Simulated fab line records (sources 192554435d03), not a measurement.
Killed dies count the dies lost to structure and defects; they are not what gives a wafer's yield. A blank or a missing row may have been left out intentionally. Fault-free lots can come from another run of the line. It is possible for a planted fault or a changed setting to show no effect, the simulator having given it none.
A struck lot beside a sound one -- flow n5_finfet -- 39 steps out of a route of 1938
Sound: the wafers L196.4, L196.5, L196.6. Wafers struck: L189.1, L189.2, L189.4. At the end, the cause is stated.
Order at every step that has rows: each side's tool, ch and its chambers, its first start. Under that, the readings that differ: sound wafers -- struck wafers -- difference of the means -- sigmas: that difference in standard deviations of wafers without a fault.
alike: same words and numbers on both sides, and readings whose means sit less than 2 such deviations apart. not compared: any withheld reading, any reading some wafer has no value for, any bound like >300 that may hide the same value, and any number with overlapping values for which the record gives no deviation.
The two part at a step that has a row with sigmas, a row that says differs or no value, or rows on one side only. Non-overlapping numbers with no deviation appear without sigmas and do not part them. A reading that every wafer of one side lacks parts them only if that side has two wafers or more.

first, 9 steps without rows for these wafers: N5_BEOL_M4_ANNEAL_95 (time 240 s); N5_BEOL_M4_SPUTTER_96 (material Cu, target thk 4.5 nm, time 8.29 s); N5_BEOL_M4_ECD_50 (material Cu, target thk 300 nm); N5_BEOL_M4_ANNEAL_51 (time 90 s); N5_BEOL_M4_CMP_52 (polishes, stops on SiOC, t overpolish 6.8 s, target thk 40 nm); N5_BEOL_M4_PRE_CLEAN_60 (time 15 s); N5_BEOL_M4_CO_CAP_55 (material Co, precursor CCTBA/H2, target thk 2 nm, time 102.1 s); N5_BEOL_M4_PRE_CLEAN_56 (time 15 s); N5_BEOL_M4_DEP_57 (deposits SiCN from 3MS/NH3, target thk 8 nm, time 14 s).
N5_BEOL_M4_RC_MEAS_101:
  sound on prober-01 ch 0, day 13 18:04; struck on prober-01 ch 0, day 12 01:19
  alike: DIBL_N, DIBL_P, IOFF_N, IOFF_P, ION_N, ION_P, SS_N, SS_P, VT_N, VT_P
then, 24 steps without rows for these wafers: N5_BEOL_M5_ILD_DEP_00 (deposits SiCOH lowk from DEMS/porogen, target thk 140.64 nm, time 25.9 s); N5_BEOL_M5_CURE_79 (cures SiCOH lowk, time 240 s); N5_BEOL_M5_PECVD_70 (deposits SiO2 from TEOS/O2, target thk 16 nm, time 18 s); N5_BEOL_M5_HM_DEP_02 (deposits TiN, target thk 20 nm); N5_BEOL_M5_COAT_59 (time 60 s, resist thk 60 nm); N5_BEOL_M5_COAT_60 (time 60 s, resist thk 12 nm); N5_BEOL_M5_COAT_71 (time 60 s, resist thk 5 nm); N5_BEOL_M5_COAT_05 (resist thk 30 nm); N5_BEOL_M5_EBR_07; N5_BEOL_M5_SOFTBAKE_06 (time 60 s); N5_BEOL_M5_EXPOSE_08 (exposes mask M5, target cd 28 nm); N5_BEOL_M5_PEB_09 (peb time 60 s); N5_BEOL_M5_DEVELOP_10 (develop time 30 s); N5_BEOL_M5_DESCUM_16 (chemistry O2, time 7 s); N5_BEOL_M5_ETCH_72 (etches underlayer in N2/H2, target depth 6.5 nm, time 5.2 s); N5_BEOL_M5_ETCH_61 (etches SiARC in CF4, target depth 15.6 nm, time 26 s); N5_BEOL_M5_ETCH_62 (etches SOC in N2/H2, target depth 75 nm, overetch 15 nm, time 112.5 s); N5_BEOL_M5_STRIP_63 (strips in N2/H2); N5_BEOL_M5_STRIP_73 (strips in N2/H2); N5_BEOL_M5_STRIP_64 (strips in CF4); N5_BEOL_M5_HM_OPEN_17 (chemistry Cl2/BCl3, target TiN, target depth 20 nm, overetch 6 nm); N5_BEOL_M5_STRIP_19 (strips in O2); N5_BEOL_M5_COAT_65 (time 60 s, resist thk 60 nm); N5_BEOL_M5_COAT_66 (time 60 s, resist thk 12 nm).
N5_BEOL_M9_ILD_DEP_00: deposits SiCOH lowk from DEMS/porogen, target thk 308.51 nm, time 58 s.
  sound on pecvd-01 ch 0,1,2, day 15 05:09; struck on pecvd-02 ch 0,1, day 13 13:29
  alike: chamber_pressure_Torr, heater_power_w, showerhead_plenum_p_Torr, throttle_valve_pct
N5_BEOL_M9_CURE_71: cures SiCOH lowk, time 240 s.
  sound on uv_cure-01 ch 2, day 15 05:30; struck on uv_cure-01 ch 1, day 13 13:34
reading,sound,struck,difference,sigmas
model.SiCOH_lowk_of_BEOL_M9_ILD_DEP_00.thk_nm (nm),271.4 270 271.6,540.6 539.6 544,+270.4,
  alike: lamp_power_pct, wafer_temp_C_max
N5_BEOL_M9_THK_MEAS_01:
  sound: film_metro-01 at day 15 05:47; struck: film_metro-01 at day 13 14:05
reading,sound,struck,difference,sigmas
M9_ILD_THK (nm),272 270 272,541 540 544,+270,+84
N5_BEOL_M9_CMP_52: polishes, stops on SiCOH lowk, t overpolish 7 s, target thk 140 nm.
  sound on cmp-04 ch 0,2,3, day 15 12:30; struck on cmp-02 ch 0,2,3, day 13 19:31
reading,sound,struck,difference,sigmas
model.SiCOH_lowk_of_BEOL_M9_ILD_DEP_00.thk_nm (nm),268.4 267 268.6,537.6 536.6 541,+270.4,
  alike: barrier_field_endpoint_s, edge_zone_pressure_frac, motor_current_A, overpolish_run_s, time_to_endpoint_s
-- here the record skips 2 days between the struck wafers' starts before and after, leaving off in module BEOL_M9 and picking up in module PASSIVATION (first step shown: number 1936 of the route) --
N5_PASSIVATION_PROBE_49:
  record: rows for the struck wafers here (prober-02, day 16 03:35), none for the sound ones

## WHERE THEY PART
Last at N5_PASSIVATION_PROBE_49 as far as this record goes, first at N5_BEOL_M9_THK_MEAS_01.

WHY: what the simulator had put in
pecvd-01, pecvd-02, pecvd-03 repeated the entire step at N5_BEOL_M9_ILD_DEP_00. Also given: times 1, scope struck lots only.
